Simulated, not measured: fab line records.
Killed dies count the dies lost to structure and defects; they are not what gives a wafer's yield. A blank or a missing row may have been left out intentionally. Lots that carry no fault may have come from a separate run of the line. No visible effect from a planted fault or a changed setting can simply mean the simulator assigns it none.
The same fault as seen by 2 desks :: flow nand harc :: what lay behind the numbers comes last; until then each desk has only its own

THE DEFECT DESK
Counts from the inspections along the route, per lot, as means over the sampled wafers that have a number. Marked OUT: a lot whose mean sits more than 4 standard deviations from the usual mean, which makes it out of limits; the brackets give that distance.
Columns: A = raw defect count at NHARC_P_GATE_INSPECT_68, usual 230
lot: L720
first seen here: day 5 20:26
A: 141

lot: L722
first seen here: day 6 12:37
A: 185

lot: L724
first seen here: day 7 09:55
A: 241

lot: L726
first seen here: day 8 10:13
A: 171

lot: L727
first seen here: day 8 14:25
A: 110

lot: L728
first seen here: day 9 14:07
A: 722 (+4.1) OUT

lot: L729
first seen here: day 9 18:03
A: 212

lot: L730
first seen here: day 10 02:43
A: 625

lot: L737
first seen here: day 12 20:59
A: 188

lot: L738
first seen here: day 13 16:38
A: 237

lot: L741
first seen here: day 14 19:08
A: 250

lot: L742
first seen here: day 14 19:29
A: 373

lot: L743
first seen here: day 15 11:25
A: 181
This desk's verdict: out of limits on L728, starting with L728 at day 9 14:07 (raw defect count at NHARC_P_GATE_INSPECT_68). Within limits: L720, L722, L724, L726, L727, L729, L730, L737, L738, L741, L742, L743.

THE METROLOGY DESK
Means of the sampled wafers that have a number, per lot and without regard to the tool the lot ran on: this is what the gauges read. Marked OUT: a lot whose mean sits more than 4 standard deviations from the usual mean, which makes it out of limits; the brackets give that distance.
Columns: A = cd nm at NHARC_P_CONTACT_CD_MEAS_12, usual 90.1 nm
lot: L720
first seen here: day 5 21:56
A: 90.5

lot: L722
first seen here: day 6 14:17
A: 90.3

lot: L724
first seen here: day 7 11:31
A: 89.7

lot: L726
first seen here: day 8 11:50
A: 89.7

lot: L727
first seen here: day 8 16:19
A: 90.1

lot: L728
first seen here: day 9 15:44
A: 89.6

lot: L729
first seen here: day 9 19:40
A: 90.2

lot: L730
first seen here: day 10 04:20
A: 90.1

lot: L737
first seen here: day 12 22:37
A: 90.3

lot: L738
first seen here: day 13 18:14
A: 90.1

lot: L741
first seen here: day 14 21:10
A: 90.5

lot: L742
first seen here: day 14 21:21
A: 90.0

lot: L743
first seen here: day 15 13:02
A: 90.4
This desk found nothing out of limits on any of the 13 lots.

ALL TOGETHER
The defect desk could have raised an alarm at day 9 14:07, on L728.
Metrology desk: nothing out of limits seen.
The metrology desk has L728 on record, within its limits.
All the named lots went through NHARC_P_GATE_PRECLEAN_97 on wet bench-05.

WHAT THE SIMULATOR PUT IN
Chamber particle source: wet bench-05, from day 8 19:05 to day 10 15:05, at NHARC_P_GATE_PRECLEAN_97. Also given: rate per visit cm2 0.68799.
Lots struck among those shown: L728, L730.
Hours from the fault's start to each desk's first reading out of limits: the defect desk, 19.
